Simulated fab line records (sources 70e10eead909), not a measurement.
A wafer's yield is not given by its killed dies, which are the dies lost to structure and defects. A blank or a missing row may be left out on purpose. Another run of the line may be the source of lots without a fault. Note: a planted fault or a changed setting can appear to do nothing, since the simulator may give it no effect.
Struck lot and sound lot, side by side | flow nand-harc | 14 out of 1159 route steps
Sound: these wafers, L925.2, L925.3, L925.6. Struck: wafer L915.5 (left out: L915.1, a lot-mate that was not struck); the cause follows at the end.
Each step with rows lists, per side, the tool, then ch with its chambers, then its first start. Under that, the readings that differ: sound wafers | struck wafers | difference of the means | sigmas: that difference in standard deviations of wafers without a fault.
alike: words and numbers the same on both sides, and readings whose means are apart by under 2 such deviations; not compared: readings that were withheld, readings missing a value for some wafer, numbers with overlapping values and no deviation given by the record, and bounds like >300 which may hide the same value.
A row with sigmas, a row that says differs or no value, or rows on one side alone: a step with any of these is where the two part. Numbers that don't overlap but have no deviation are shown without sigmas and don't part them. A reading that every wafer of one side lacks parts them only if that side has two wafers or more.

first, 3 steps without rows for these wafers: NHARC_THIN_TSV_EXPOSE_09 (exposes mask TSV); NHARC_THIN_TSV_PEB_10 (peb time 85 s); NHARC_THIN_TSV_DEVELOP_11 (time 70 s).
NHARC_THIN_TSV_CD_MEAS_12: target cd 1000 nm.
  sound on cd-sem-03 ch 0, day 23 11:13; struck on cd-sem-02 ch 0, day 20 11:03
  alike: cd-nm
then, 1 step without rows for these wafers: NHARC_THIN_TSV_HARDBAKE_13 (time 80 s).
NHARC_THIN_TSV_DESCUM_14: chemistry O2, time 3 s.
  sound on rie-diel-09 ch 0,1, day 23 11:22; struck on rie-diel-10 ch 3, day 20 11:13
  alike: drypump-motor-current-A, oes-product-au, rf-vpp-V, showerhead-plenum-p-Torr, throttle-valve-pct
  not compared: rf-hours-counter-h
NHARC_THIN_TSV_ETCH_44: etches the open film in CF4/O2, target depth 1594.2 nm, time 797.1 s.
  sound on rie-diel-09 ch 0,1,3, day 23 11:32; struck on rie-diel-10 ch 0, day 20 11:28
  reading                     | sound       | struck | difference | sigmas
  drypump-motor-current-A (A) | 6.0 5.8 6.2 | 5.0    | -1.0       | -2
  alike: oes-product-au, rf-vpp-V, showerhead-plenum-p-Torr, throttle-valve-pct
  not compared: rf-hours-counter-h
NHARC_THIN_TSV_ETCH_15: target depth 3000 nm, bosch target overetch cycles 2, bosch etch step 2.8 s.
  sound on rie-si-01 ch 0,3, day 23 12:09; struck on rie-si-06 ch 1, day 20 11:54
  alike: drypump-motor-current-A
  not compared: rf-hours-counter-h
NHARC_THIN_TSV_CD_MEAS_16:
  sound: cd-sem-02 at day 23 12:17; struck: cd-sem-01 at day 20 12:01
  alike: cd-nm
NHARC_THIN_TSV_STRIP_45: strips in O2.
  sound on plasma-asher-01 ch 0,1, day 23 12:30; struck on plasma-asher-01 ch 1, day 20 12:05
  alike: drypump-motor-current-A, heater-power-w, rf-refl-power-W
  not compared: rf-hours-counter-h
then, 2 steps without rows for these wafers: NHARC_THIN_TSV_STRIP_46 (strips in post etch residue remover, time 1200 s); NHARC_THIN_TSV_DEP_47 (deposits SiO2, target thk 200 nm).
NHARC_THIN_TSV_ETCHBACK_48: etches the open film in C4F8/Ar, target depth 1028.5 nm, time 405.17 s.
  sound on rie-diel-10 ch 0,1,2, day 23 13:40; struck on rie-diel-06 ch 2, day 20 13:20
  reading          | sound             | struck | difference | sigmas
  run-length-s (s) | 426.4 426.7 426.7 | 335.7  | -90.9      | -99 or more
  alike: oes-product-au, rf-vpp-V
  not compared: rf-hours-counter-h
NHARC_THIN_TSV_STRIP_62: strips in N2/H2, time 20 s.
  sound on plasma-asher-01 ch 0,1, day 23 14:08; struck on plasma-asher-01 ch 1, day 20 13:41
  alike: drypump-motor-current-A, heater-power-w, rf-refl-power-W
  not compared: rf-hours-counter-h

WHERE THEY PART
First at NHARC_THIN_TSV_ETCH_44; last, within this record, at NHARC_THIN_TSV_ETCHBACK_48. Later steps at which nothing parts them and some readings are alike: NHARC_THIN_TSV_STRIP_62.

WHY: whatever the simulator had introduced
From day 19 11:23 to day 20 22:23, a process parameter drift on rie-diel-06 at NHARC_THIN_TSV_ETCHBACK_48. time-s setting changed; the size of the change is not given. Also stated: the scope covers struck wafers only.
